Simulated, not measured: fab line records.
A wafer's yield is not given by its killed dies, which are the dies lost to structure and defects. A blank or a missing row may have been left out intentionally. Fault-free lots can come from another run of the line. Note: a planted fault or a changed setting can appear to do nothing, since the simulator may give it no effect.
Chamber matching :: flow nand-harc :: 4 sister chambers for NHARC_A_BLC_STRIP_21 on rie-diel-01
The step strips in O2. 4 wafers are shown with their chamber, then 10 later ones without.

WAFERS WITH THEIR CHAMBER
wafer: L083.2
chamber: 1
oes-product-au (a.u.): 1.007

wafer: L083.3
chamber: 3
oes-product-au (a.u.): 0.990

wafer: L085.2
chamber: 2
oes-product-au (a.u.): 1.010

wafer: L085.3
chamber: 0
oes-product-au (a.u.): 1.001

WAFERS WHOSE CHAMBER IS MISSING
wafer: L085.6
oes-product-au (a.u.): 0.996

wafer: L087.1
oes-product-au (a.u.): 0.995

wafer: L087.3
oes-product-au (a.u.): 1.002

wafer: L087.5
oes-product-au (a.u.): 1.006

wafer: L096.3
oes-product-au (a.u.): 1.005

wafer: L096.5
oes-product-au (a.u.): 1.010

wafer: L096.6
oes-product-au (a.u.): 0.981

wafer: L097.1
oes-product-au (a.u.): 1.010

wafer: L097.5
oes-product-au (a.u.): 1.008

wafer: L097.6
oes-product-au (a.u.): 1.003

CHAMBER TAKEN BY EACH
wafer: L085.6
from the rows above: can't be placed: 0 or 3 or 1
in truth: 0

wafer: L087.1
from the rows above: can't be placed: 3 or 0 or 1
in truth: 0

wafer: L087.3
from the rows above: can't be placed: 0 or 1 or 2
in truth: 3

wafer: L087.5
from the rows above: can't be placed: 1 or 2 or 0
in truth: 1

wafer: L096.3
from the rows above: can't be placed: 1 or 0 or 2
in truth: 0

wafer: L096.5
from the rows above: can't be placed: 2 or 1
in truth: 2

wafer: L096.6
from the rows above: 3
in truth: 3

wafer: L097.1
from the rows above: can't be placed: 2 or 1
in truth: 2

wafer: L097.5
from the rows above: can't be placed: 1 or 2 or 0
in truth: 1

wafer: L097.6
from the rows above: can't be placed: 0 or 1 or 2
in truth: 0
Correct placement for 1 of the 10. These rows do not allow placing 9 (true chamber among the candidates in 8). 0 placed wrongly.
How it was worked out, from the rows above alone: a wafer's distance from a chamber is the root of the sum, over the readings, of the square of ((its reading less the chamber's mean) divided by the reading's scatter). The wafer belongs to the nearest chamber; if the next one is less than 2 further off, it can't be placed. Each chamber's mean is taken over the wafers shown for it. The scatter (one wafer shown for each chamber): square how far every hidden wafer sits from the nearest shown wafer, average those squares and take the square root.
